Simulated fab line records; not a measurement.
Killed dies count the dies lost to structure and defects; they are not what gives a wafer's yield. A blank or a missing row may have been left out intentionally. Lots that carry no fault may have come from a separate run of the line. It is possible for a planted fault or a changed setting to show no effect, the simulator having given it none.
Split-lot experiment + flow n5_finfet + 21 wafers read from 7 lots, route of 1938 steps

== THE SPLIT ITSELF ==
At N5_BEOL_M5_COAT_74 (time 60 s, resist thk 5 nm), the setting spin_rpm was moved away from the recipe's 1500 rpm on 6 of the 21 wafers read, by -9.1% to +4.6%. All remaining wafers had this setting at the recipe value.

== FROM THE SPLIT TO THE READING: what the file shows between them, 3 steps ==
- N5_BEOL_M5_COAT_22: resist thk 30 nm
- N5_BEOL_M5_EBR_24
- N5_BEOL_M5_DESCUM_33: chemistry O2, time 7 s

== THE READING ==
etch.depth_nm (the simulator's own value, which no gauge read), in nm, at N5_BEOL_M5_ETCH_75 (etches underlayer in N2/H2, target depth 6.5 nm, time 5.2 s). No usual value for it is given in the file. Here, 15 wafers ran the recipe; their average is 4.997 nm with a standard deviation of 0.013 nm.

| wafer  | tool, chamber at the split | spin_rpm as run, rpm | against the recipe | etch.depth_nm, nm | against lot-mates on the recipe |
|--------|----------------------------|----------------------|--------------------|-------------------|---------------------------------|
| L074.2 | litho_track-04, 0          | 1364                 | -9.1%              | 5.275             | +0.246                          |
| L074.3 | litho_track-04, 0          | 1500                 | recipe             | 5.029             | -                               |
| L074.5 | litho_track-04, 0          | 1364                 | -9.1%              | 5.267             | +0.238                          |
| L078.3 | litho_track-01, 0          | 1500                 | recipe             | 5.007             | -                               |
| L078.5 | litho_track-01, 0          | 1569                 | +4.6%              | 4.894             | -0.113                          |
| L078.6 | litho_track-01, 0          | 1569                 | +4.6%              | 4.903             | -0.104                          |
| L082.3 | litho_track-03, 0          | 1500                 | recipe             | 4.994             | -                               |
| L082.5 | litho_track-03, 0          | 1426                 | -4.9%              | 5.133             | +0.136                          |
| L082.6 | litho_track-03, 0          | 1500                 | recipe             | 5                 | -                               |
| L085.1 | litho_track-03, 0          | 1500                 | recipe             | 4.989             | -                               |
| L085.2 | litho_track-03, 0          | 1544                 | +2.9%              | 4.912             | -0.078                          |
| L085.6 | litho_track-03, 0          | 1500                 | recipe             | 4.991             | -                               |
| L090.2 | litho_track-01, 0          | 1500                 | recipe             | 4.978             | -                               |
| L090.4 | litho_track-01, 0          | 1500                 | recipe             | 4.993             | -                               |
| L090.5 | litho_track-01, 0          | 1500                 | recipe             | 4.976             | -                               |
| L091.2 | litho_track-03, 0          | 1500                 | recipe             | 5.009             | -                               |
| L091.3 | litho_track-03, 0          | 1500                 | recipe             | 4.99              | -                               |
| L091.5 | litho_track-03, 0          | 1500                 | recipe             | 5                 | -                               |
| L094.3 | litho_track-04, 0          | 1500                 | recipe             | 5.007             | -                               |
| L094.4 | litho_track-04, 0          | 1500                 | recipe             | 4.996             | -                               |
| L094.5 | litho_track-04, 0          | 1500                 | recipe             | 4.999             | -                               |

THE FIT
A straight line over all 21 wafers: etch.depth_nm changes by -0.0281 nm for each +1% of spin_rpm; r = -0.99; the points scatter about the line by 0.016 nm.
The same after taking each lot's own level away (the mean of its wafers on the recipe; 21 wafers): -0.0261 nm for each +1%; r = -1.00; scatter 0.0065 nm.
Per that fit: largest spin_rpm move, reading shift of 0.24 nm.
The span of the lots' own levels, 4.9823 to 5.0290 nm, comes to 3.7 times the standard deviation stated above.
Hence the lot-to-lot level has little effect on the slope; both slopes agree.
Check: +0.235 nm against its lot-mates is what the line predicts for one of the wafers moved furthest among these (-9.1%) when that wafer is left out of the fit. Against them it came out at +0.246 nm.

== FURTHER SPLITS ON THESE WAFERS ==
Note: prior to the reading, these wafers also went through further splits. Each is held against what the fit with the lots' levels taken away leaves over:
| other split on the same wafers | wafers away from the commonest value | r with etch.depth_nm (lot level and that fit taken away) |
|--------------------------------|--------------------------------------|----------------------------------------------------------|
| N5_BEOL_M4_ILD_DEP_00 time_s   | 7                                    | -0.44                                                    |
| N5_BEOL_M4_COAT_62 spin_rpm    | 7                                    | +0.09                                                    |
| N5_BEOL_M5_ETCH_72 bias_w      | 5                                    | +0.20                                                    |

== FILE'S OWN FIT ==
etch.depth_nm changes by -0.0264 nm for each +1% of spin_rpm, r = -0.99.
